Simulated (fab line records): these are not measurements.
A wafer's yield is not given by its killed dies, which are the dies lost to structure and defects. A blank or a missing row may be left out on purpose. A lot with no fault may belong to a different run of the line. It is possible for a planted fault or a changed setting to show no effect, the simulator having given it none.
Struck lot and sound lot, side by side | flow n5-finfet | 23 out of 1938 route steps
Sound: these wafers, L557.3, L557.4, L557.6. The struck wafers were L554.2, L554.4, L554.5. The cause is named last.
Each step with rows lists, per side, the tool, then ch with its chambers, then its first start. Under that, the readings that differ: sound wafers | struck wafers | difference of the means | sigmas: that difference in standard deviations of wafers without a fault.
alike: same words and numbers on both sides, and readings whose means sit less than 2 such deviations apart. not compared: any withheld reading, any reading some wafer has no value for, any bound like >300 that may hide the same value, and any number with overlapping values for which the record gives no deviation.
The two part at a step that has a row with sigmas, a row that says differs or no value, or rows on one side only. Non-overlapping numbers with no deviation appear without sigmas and do not part them. Lack of a reading on every wafer of one side parts them only where that side has two or more wafers.

first, 9 steps without rows for these wafers: N5_BEOL_M0_SAQP_EXPOSE_37 (exposes mask M0 CUT1, target cd 30 nm); N5_BEOL_M0_SAQP_PEB_38 (peb time 60 s); N5_BEOL_M0_SAQP_DEVELOP_39 (develop time 30 s); N5_BEOL_M0_SAQP_DESCUM_45 (chemistry O2, time 7 s); N5_BEOL_M0_SAQP_ETCH_88 (etches underlayer in N2/H2, target depth 6.5 nm, time 5.2 s); N5_BEOL_M0_SAQP_ETCH_73 (etches SiARC in CF4, target depth 19.5 nm, time 32.5 s); N5_BEOL_M0_SAQP_CUT_ETCH_46 (etches SOC in N2/H2, target depth 135 nm, overetch 27 nm, time 202.5 s); N5_BEOL_M0_SAQP_STRIP_74 (strips in N2/H2); N5_BEOL_M0_SAQP_STRIP_89 (strips in N2/H2).
N5_BEOL_M0_SAQP_ALD_48: deposits SiO2, target thk 20 nm, pulse time 1 s, co reactant pulse time 1 s.
  sound on ald-sin-03 ch 0,3, day 10 20:46; struck on ald-sin-04 ch 1,2,3, day 10 09:48
  alike: heater-power-w, precursor-pulse-height-rel
then, 9 steps without rows for these wafers: N5_BEOL_M0_SAQP_ETCH_49 (etches SiO2 in CF4/O2, target depth 37 nm); N5_BEOL_M0_SAQP_STRIP_75 (strips in CF4); N5_BEOL_M0_CUTY_COAT_50 (time 60 s, resist thk 15 nm); N5_BEOL_M0_CUTY_COAT_51 (resist thk 150 nm); N5_BEOL_M0_CUTY_EBR_52; N5_BEOL_M0_CUTY_SOFTBAKE_53 (time 60 s); N5_BEOL_M0_CUTY_EXPOSE_54 (exposes mask M0 ABLK); N5_BEOL_M0_CUTY_PEB_55 (peb time 60 s); N5_BEOL_M0_CUTY_DEVELOP_56 (develop time 30 s).
N5_BEOL_M0_CUTY_INSPECT_59: inspects for defects (macro).
  sound on defect-inspect-01 at day 10 21:43; struck on defect-inspect-02 at day 10 10:53
  reading          | sound | struck         | difference | sigmas
  raw-defect-count | 7 2 0 | >300 >300 >300 | differs    |
then, 1 step without rows for these wafers: N5_BEOL_M0_CUTY_DESCUM_61 (chemistry O2, time 7.9 s).
-- here the record skips 3 days between the struck wafers' starts before and after, leaving off in module BEOL_M0_CUTY and picking up in module BEOL_M4 (first step shown: number 1111 of the route) --
N5_BEOL_M4_RC_MEAS_101:
  sound on prober-02 ch 0, day 13 04:30; struck on prober-01 ch 0, day 12 23:55
  alike: DIBL_N, DIBL_P, IOFF_N, IOFF_P, ION_N, ION_P, SS_N, SS_P, VT_N, VT_P
-- a jump in the record: the struck wafers' starts before and after are 4 days apart (it breaks off in module BEOL_M4 and resumes in module PASSIVATION, where the first step shown is number 1936 of the route) --
N5_PASSIVATION_PROBE_49:
  the record has rows for the struck wafers here (prober-01, day 17 05:05) and none for the sound ones

## WHERE THEY PART
First at N5_BEOL_M0_CUTY_INSPECT_59; last, within this record, at N5_PASSIVATION_PROBE_49.

WHY: what had been put in by the simulator
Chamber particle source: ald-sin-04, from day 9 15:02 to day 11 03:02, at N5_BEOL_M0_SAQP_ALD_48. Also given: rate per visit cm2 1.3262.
